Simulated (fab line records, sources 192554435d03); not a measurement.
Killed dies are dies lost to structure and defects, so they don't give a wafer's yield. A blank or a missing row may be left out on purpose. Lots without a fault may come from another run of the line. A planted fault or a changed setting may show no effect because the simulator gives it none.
Chamber matching | flow n5_finfet | N5_BEOL_M7_VIA_ETCH_34 on rie_diel-06: 4 sister chambers
The step etches SiCOH lowk in C4F6/O2, target depth 125.5 nm, time 50.5 s. 22 wafers are shown with their chamber, then 11 later ones without.

WAFERS WITH THEIR CHAMBER
wafer  | chamber | rf_vpp_V (V) | drypump_motor_current_A (A) | showerhead_plenum_p_Torr (Torr)
L074.2 | 3       | 683          | 5.4                         | 3.02
L074.4 | 0       | 655          | 6.0                         | 2.89
L074.5 | 2       | 694          | 5.4                         | 2.82
L076.3 | 1       | 673          | 5.5                         | 2.79
L076.5 | 0       | 655          | 6.1                         | 2.89
L076.6 | 1       | 673          | 5.5                         | 2.79
L080.3 | 0       | 654          | 6.0                         | 2.89
L080.4 | 2       | 695          | 5.4                         | 2.82
L080.6 | 1       | 673          | 5.5                         | 2.79
L081.3 | 2       | 695          | 5.4                         | 2.82
L081.4 | 1       | 672          | 5.5                         | 2.79
L081.6 | 3       | 681          | 5.4                         | 3.01
L083.2 | 3       | 682          | 5.4                         | 3.01
L083.5 | 2       | 694          | 5.4                         | 2.82
L083.6 | 1       | 673          | 5.5                         | 2.79
L086.1 | 3       | 683          | 5.4                         | 3.01
L086.2 | 2       | 693          | 5.4                         | 2.81
L086.6 | 3       | 683          | 5.4                         | 3.01
L090.1 | 3       | 682          | 5.4                         | 3.00
L090.3 | 1       | 672          | 5.5                         | 2.78
L090.5 | 0       | 654          | 6.1                         | 2.88
L091.2 | 1       | 672          | 5.5                         | 2.78

SIGNATURES (means of the wafers above)
reading                  | chamber 0 | chamber 1 | chamber 2 | chamber 3 | scatter within a chamber
rf_vpp_V                 | 654.50    | 672.57    | 694.20    | 682.33    | 0.701
drypump_motor_current_A  | 6.050     | 5.500     | 5.400     | 5.400     | 0.0236
showerhead_plenum_p_Torr | 2.8875    | 2.7871    | 2.8180    | 3.0100    | 0.00526
Rule: a wafer's distance from a chamber is the root of the sum, over the readings, of the square of ((its reading less the chamber's mean) divided by the reading's scatter). The wafer belongs to the nearest chamber; if the next one is less than 2 further off, it can't be placed. The scatter: the root of (the sum of the squares of (reading less its chamber's mean) over the shown wafers, divided by (wafers less chambers)).

WAFERS WITHOUT THEIR CHAMBER
wafer  | rf_vpp_V (V) | drypump_motor_current_A (A) | showerhead_plenum_p_Torr (Torr)
L091.4 | 694          | 5.4                         | 2.81
L091.6 | 653          | 6.0                         | 2.88
L094.1 | 674          | 5.5                         | 2.78
L094.2 | 654          | 6.0                         | 2.88
L094.3 | 695          | 5.3                         | 2.81
L094.4 | 683          | 5.4                         | 3.00
L094.5 | 655          | 6.0                         | 2.88
L094.6 | 684          | 5.4                         | 3.00
L097.3 | 682          | 5.4                         | 3.00
L097.5 | 681          | 5.4                         | 3.00
L097.6 | 654          | 6.1                         | 2.87

WHICH CHAMBER EACH WENT THROUGH
wafer  | from the rows above | in truth
L091.4 | 2                   | 2
L091.6 | 0                   | 0
L094.1 | 1                   | 1
L094.2 | 0                   | 0
L094.3 | 2                   | 2
L094.4 | 3                   | 3
L094.5 | 0                   | 0
L094.6 | 3                   | 3
L097.3 | 3                   | 3
L097.5 | 3                   | 3
L097.6 | 0                   | 0
Placed correctly: 11 of 11. Can't be placed from these rows: 0. Placed wrongly: 0.
